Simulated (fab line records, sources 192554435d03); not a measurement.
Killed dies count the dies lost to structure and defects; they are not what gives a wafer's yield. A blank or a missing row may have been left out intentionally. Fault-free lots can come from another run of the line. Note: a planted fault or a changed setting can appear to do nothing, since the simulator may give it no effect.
fab line records    flow n5_finfet
record: lots: 11  wafers: 32  last_day: 17
route steps=1938 shown BEOL_M8@1345
lots with no fault: from the same line, run without faults
start_h: the number of hours between the record's first day and the start of the first shown wafer of the lot    wait_h: how many hours have passed since the lot's step before this one    " repeats the value in the row above    L1.1+2: a single row standing in for several wafers    - no value, or no start given    * or withheld: withheld    < > ~ a bound
route shown NAME@n: a module of which the file shows steps, and the number in the route of the first    usual: mean and standard deviation over wafers with no fault    same: alike in all rows    chamber/n: place in a boat    sites: the reading at each site    _std_site: standard deviation across them    _edge_site: mean of outer sites minus mean of inner sites    radius_mm: for every site, how far away it sits from the centre of the wafer    mask NAME#n: copy n    behind: tool/chamber where the wafer was last shaped    hold: the reason the lot was held/the length of the hold in hours/how it ended    device: which transistor (n, p or np) failed to switch    end of line: the tests these same wafers got at the end of their route    for a step that has no rows: nothing shown but its recipe    killed: dies lost to structure and defects at the first sort, not the wafer's yield    map: shows each die of a wafer: x if killed, . if not, _ if none is there
set.NAME: the setting the step ran with; set.NAME@STEP: the setting that earlier step ran with    model.NAME: the simulator's own value behind a step, which no gauge read
steps of the route over a sample of lots; a table a step, a row a wafer
services: a tool's chamber out of use, with start hour (start_h, from the record's first day; less than 0 if before it), hours out, and reason
== steps ==
step: N5_BEOL_M8_CD_MEAS_11
recipe: target_cd_nm: 38.5  landing_energy_ev: 500  detector: se_inlens  polarity: opening
usual: cd_nm: 38.6/0.44
same: landing_energy_ev: 500
lot.wafer  tool       chamber  start_h  wait_h  cd_nm
L113.1     cd_sem-03  0        201.00   -       39.1
L113.3     "          0        "        "       38.8
L113.5     "          0        "        "       38.9
L116.1     cd_sem-02  0        222.41   -       38.1
L116.2     "          0        "        "       38.6
L116.4     "          0        "        "       38.6
L117.1     cd_sem-01  0        222.72   -       38.8
L117.5     "          0        "        "       39.0
L117.6     "          0        "        "       38.1
L119.2     cd_sem-03  0        239.42   -       39.6
L119.3     "          0        "        "       38.8
L119.6     "          0        "        "       39.1
L120.1     cd_sem-02  0        241.96   -       37.7
L120.3     "          0        "        "       38.6
L120.6     "          0        "        "       38.3
L122.3     cd_sem-01  0        245.02   -       39.0
L122.4     "          0        "        "       38.5
L122.6     "          0        "        "       38.5
L121.1     cd_sem-03  0        245.06   -       38.8
L121.3     "          0        "        "       38.3
L121.6     "          0        "        "       38.4
L123.5     cd_sem-03  0        248.96   -       38.5
L123.6     "          0        "        "       38.5
L133.4     cd_sem-03  0        316.88   -       39.3
L133.5     "          0        "        "       38.9
L133.6     "          0        "        "       39.6
L134.1     cd_sem-02  0        323.06   -       38.3
L134.3     "          0        "        "       38.3
L134.6     "          0        "        "       38.7
L135.1     cd_sem-02  0        323.50   -       38.5
L135.5     "          0        "        "       38.3
L135.6     "          0        "        "       39.0
step: N5_BEOL_M8_ETCH_61
recipe: chemistry: CF4  target: SiARC  target_depth_a: 455  mask_material: CAR-ArF  time_s: 75.8  ion_energy_ev: 80  pressure_mtorr: 40  source_w: 545  bias_w: 36  Ar_flow_sccm: 100  cf4_flow_sccm: 100  ends: cleared
usual: drypump_motor_current_A: 5.8/0.41  etch_rf_on_time_s: 75.9/1.7  oes_product_au: 0.69/0.079  rf_vpp_V: 184.2/1.3  showerhead_plenum_p_Torr: 2.15/0.069  throttle_valve_pct: 15.58/0.25
lot.wafer  tool         chamber  start_h  wait_h  drypump_motor_current_A  etch_rf_on_time_s  oes_product_au  rf_hours_counter_h  rf_vpp_V  showerhead_plenum_p_Torr  throttle_valve_pct
L113.1     rie_diel-04  3        201.14   0.0     5.9                      77.7               0.58            232                 184.7     2.20                      15.99
L113.3     "            3        "        "       5.9                      77.5               0.59            -                   185.5     2.20                      15.98
L113.5     "            1        "        "       6.4                      75.1               0.75            -                   185.8     2.26                      15.65
L116.1     rie_diel-04  3        222.56   0.0     6.0                      77.4               0.59            242                 185.1     2.19                      16.00
L116.2     "            0        "        "       5.7                      75.5               0.79            22                  182.4     2.11                      15.66
L116.4     "            1        "        "       6.4                      75.9               0.74            50                  184.7     2.25                      15.67
L117.1     rie_diel-04  1        222.84   0.0     6.4                      76.5               0.73            50                  183.9     2.25                      15.67
L117.5     "            1        "        "       6.4                      76.4               0.73            -                   185.3     2.25                      15.66
L117.6     "            0        "        "       5.6                      75.2               0.79            -                   183.1     2.11                      15.66
L119.2     rie_diel-03  1        239.63   0.0     5.2                      74.1               0.61            243                 183.1     2.11                      15.72
L119.3     "            0        "        "       5.8                      75.0               0.72            60                  181.8     2.08                      15.55
L119.6     "            1        "        "       5.1                      74.3               0.60            -                   182.2     2.11                      15.71
L120.1     rie_diel-03  0        242.45   0.0     5.8                      74.8               0.71            61                  183.4     2.08                      15.53
L120.3     "            1        "        "       5.1                      73.1               0.61            244                 182.5     2.11                      15.71
L120.6     "            0        "        "       5.8                      75.1               0.72            -                   184.4     2.08                      15.55
L122.3     rie_diel-05  3        245.14   0.0     5.7                      75.5               0.60            221                 184.6     2.20                      15.86
L122.4     "            0        "        "       5.5                      75.2               0.71            75                  184.4     2.17                      15.17
L122.6     "            2        "        "       5.1                      79.0               0.64            -                   183.2     2.07                      15.33
L121.1     rie_diel-03  0        245.18   0.0     5.8                      75.4               0.71            62                  182.0     2.08                      15.53
L121.3     "            3        "        "       6.3                      92.2               0.52            244                 184.5     2.11                      15.79
L121.6     "            0        "        "       5.8                      94.0               0.63            -                   182.6     2.08                      15.54
L123.5     rie_diel-03  2        249.11   0.0     6.6                      75.8               0.70            -                   184.0     2.09                      15.43
L123.6     "            1        "        "       5.1                      91.6               0.54            -                   184.7     2.11                      15.71
L133.4     rie_diel-04  3        317.00   0.0     6.0                      75.8               0.80            13                  184.3     2.18                      15.50
L133.5     "            0        "        "       5.7                      74.7               0.74            -                   182.2     2.09                      15.72
L133.6     "            3        "        "       6.0                      76.4               0.79            -                   185.1     2.18                      15.50
L134.1     rie_diel-04  0        323.27   0.0     5.7                      74.2               0.74            61                  185.1     2.09                      15.73
L134.3     "            2        "        "       5.9                      73.6               0.77            45                  184.3     2.27                      15.22
L134.6     "            1        "        "       6.4                      75.6               0.70            -                   184.8     2.24                      15.74
L135.1     rie_diel-04  0        323.85   0.0     5.7                      75.8               0.72            61                  184.7     2.09                      15.72
L135.5     "            3        "        "       6.0                      77.3               0.78            -                   186.1     2.18                      15.51
L135.6     "            2        "        "       5.9                      76.1               0.76            -                   184.8     2.27                      15.21
step: N5_BEOL_M8_STRIP_67
recipe: chemistry: CF4  resist: SiARC  power_w: 300  bias_power_w: 75  pressure_mtorr: 50  cf4_flow_sccm: 150  rf_frequency_hz: 6e+07
usual: drypump_motor_current_A: 5.8/0.41  oes_product_au: 0.81/0.091  rf_vpp_V: 271.5/1.6  showerhead_plenum_p_Torr: 1.80/0.057  throttle_valve_pct: 13.55/0.28
lot.wafer  tool         chamber  start_h  wait_h  drypump_motor_current_A  oes_product_au  rf_hours_counter_h  rf_vpp_V  showerhead_plenum_p_Torr  throttle_valve_pct
L113.1     rie_diel-04  3        201.45   0.0     5.9                      0.69            232                 272.4     1.83                      13.94
L113.3     "            3        "        "       6.0                      0.69            -                   272.2     1.83                      13.95
L113.5     "            1        "        "       6.4                      0.87            -                   274.3     1.89                      13.59
L116.1     rie_diel-04  3        222.76   0.0     5.9                      0.69            242                 272.4     1.83                      13.98
L116.2     "            0        "        "       5.7                      0.92            22                  269.5     1.77                      13.56
L116.4     "            1        "        "       6.4                      0.86            50                  276.3     1.89                      13.64
L117.1     rie_diel-04  1        223.05   0.0     6.4                      0.86            50                  271.5     1.89                      13.62
L117.5     "            1        "        "       6.4                      0.86            -                   273.2     1.89                      13.61
L117.6     "            0        "        "       5.7                      0.92            -                   270.6     1.77                      13.57
L119.2     rie_diel-03  1        239.83   0.0     5.2                      0.69            243                 271.0     1.77                      13.74
L119.3     "            0        "        "       5.8                      0.83            60                  270.2     1.73                      13.45
L119.6     "            1        "        "       5.1                      0.70            -                   269.4     1.77                      13.72
L120.1     rie_diel-03  0        242.65   0.0     5.8                      0.83            61                  271.1     1.73                      13.44
L120.3     "            1        "        "       5.1                      0.70            244                 271.3     1.77                      13.75
L120.6     "            0        "        "       5.8                      0.84            -                   270.1     1.73                      13.46
L122.3     rie_diel-05  3        245.34   0.0     5.6                      0.70            221                 270.9     1.85                      13.93
L122.4     "            0        "        "       5.5                      0.83            75                  271.8     1.81                      13.09
L122.6     "            2        "        "       5.2                      0.78            -                   268.5     1.74                      13.34
L121.1     rie_diel-03  0        245.38   0.0     5.8                      0.83            62                  270.3     1.73                      13.45
L121.3     "            3        "        "       6.3                      0.68            244                 271.4     1.77                      13.82
L121.6     "            0        "        "       5.8                      0.83            -                   270.4     1.73                      13.44
L123.5     rie_diel-03  2        249.29   0.0     6.6                      0.81            -                   269.9     1.75                      13.39
L123.6     "            1        "        "       5.1                      0.69            -                   272.4     1.77                      13.73
L133.4     rie_diel-04  3        317.20   0.0     5.9                      0.93            13                  270.3     1.83                      13.43
L133.5     "            0        "        "       5.7                      0.85            -                   270.6     1.76                      13.65
L133.6     "            3        "        "       5.9                      0.93            -                   273.7     1.83                      13.43
L134.1     rie_diel-04  0        323.47   0.0     5.6                      0.85            61                  271.3     1.76                      13.67
L134.3     "            2        "        "       5.9                      0.88            45                  273.9     1.89                      13.16
L134.6     "            1        "        "       6.4                      0.81            -                   273.5     1.88                      13.70
L135.1     rie_diel-04  0        324.05   0.0     5.7                      0.85            61                  271.1     1.76                      13.67
L135.5     "            3        "        "       5.9                      0.92            -                   272.4     1.82                      13.43
L135.6     "            2        "        "       5.9                      0.88            -                   273.0     1.89                      13.16
step: N5_BEOL_M8_CD_MEAS_18
recipe: pitch_nm: 80  target_cd_nm: 40
usual: cd_nm: 40.1/0.51
lot.wafer  tool       chamber  start_h  wait_h  cd_nm
L113.1     cd_sem-02  -        201.76   0.1     40.5
L113.3     "          -        "        "       39.4
L113.5     "          -        "        "       40.7
L116.1     cd_sem-03  -        223.03   0.0     39.3
L116.2     "          -        "        "       39.6
L116.4     "          -        "        "       40.4
L117.1     cd_sem-01  -        223.27   0.0     40.3
L117.5     "          -        "        "       40.8
L117.6     "          -        "        "       39.5
L119.2     cd_sem-02  -        240.06   0.1     40.9
L119.3     "          -        "        "       40.4
L119.6     "          -        "        "       41.1
L120.1     cd_sem-03  -        242.88   0.0     38.8
L120.3     "          -        "        "       40.0
L120.6     "          -        "        "       39.4
L122.3     cd_sem-03  -        245.57   0.1     40.5
L122.4     "          -        "        "       40.8
L122.6     "          -        "        "       40.1
L121.1     cd_sem-01  -        245.65   0.0     39.9
L121.3     "          -        "        "       40.5
L121.6     "          -        "        "       40.5
L123.5     cd_sem-02  -        249.51   0.0     39.8
L123.6     "          -        "        "       40.1
L133.4     cd_sem-01  -        317.43   0.1     40.2
L133.5     "          -        "        "       39.7
L133.6     "          -        "        "       40.3
L134.1     cd_sem-02  -        323.84   0.0     39.3
L134.3     "          -        "        "       39.7
L134.6     "          -        "        "       40.0
L135.1     cd_sem-02  -        324.28   0.0     40.2
L135.5     "          -        "        "       39.3
L135.6     "          -        "        "       40.3
== services ==
tool         chamber  start_h  hours  kind
rie_diel-04  2        184.78   -      clean
rie_diel-04  2        184.78   -      consumable_replace:focus_ring
rie_diel-04  2        184.78   -      consumable_replace:showerhead
rie_diel-04  2        184.78   21.2   scheduled_down
rie_diel-04  2        184.78   21.2   vent_cycle
rie_diel-04  3        246.40   -      clean
rie_diel-04  3        246.40   -      consumable_replace:focus_ring
rie_diel-04  3        246.40   26.4   scheduled_down
rie_diel-04  3        246.40   26.4   vent_cycle
rie_diel-03  1        260.72   -      clean
rie_diel-03  1        260.72   -      consumable_replace:focus_ring
rie_diel-03  1        260.72   19.1   scheduled_down
rie_diel-03  1        260.72   19.1   vent_cycle
rie_diel-05  1        269.99   15.2   repair
rie_diel-03  3        293.99   9.0    repair
rie_diel-04  3        294.36   5.3    repair
rie_diel-05  -        294.65   0.6    repair
rie_diel-05  2        295.50   9.8    repair
rie_diel-03  2        317.61   2.5    repair
== key ==
first_sign: step: N5_BEOL_M8_ETCH_61  reading: etch_rf_on_time_s  direction: up  sigmas: 9.9  usual: *  struck: *
effect none on later readings
met_at N5_BEOL_M8_ETCH_61
struck_lots L121,L123
struck_wafers L121.3,L121.6,L123.6
not_acting_at N5_BEOL_M8_CD_MEAS_11,N5_BEOL_M8_STRIP_67,N5_BEOL_M8_CD_MEAS_18
onset_between 242.45 245.18
fault: kind: process_parameter_drift  tool: rie_diel-03  chamber: -  onset_h: 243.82  steps: N5_BEOL_M8_ETCH_61  channel: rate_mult  offset: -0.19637  shape: step  end_h: 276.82  scope: struck_wafers_only
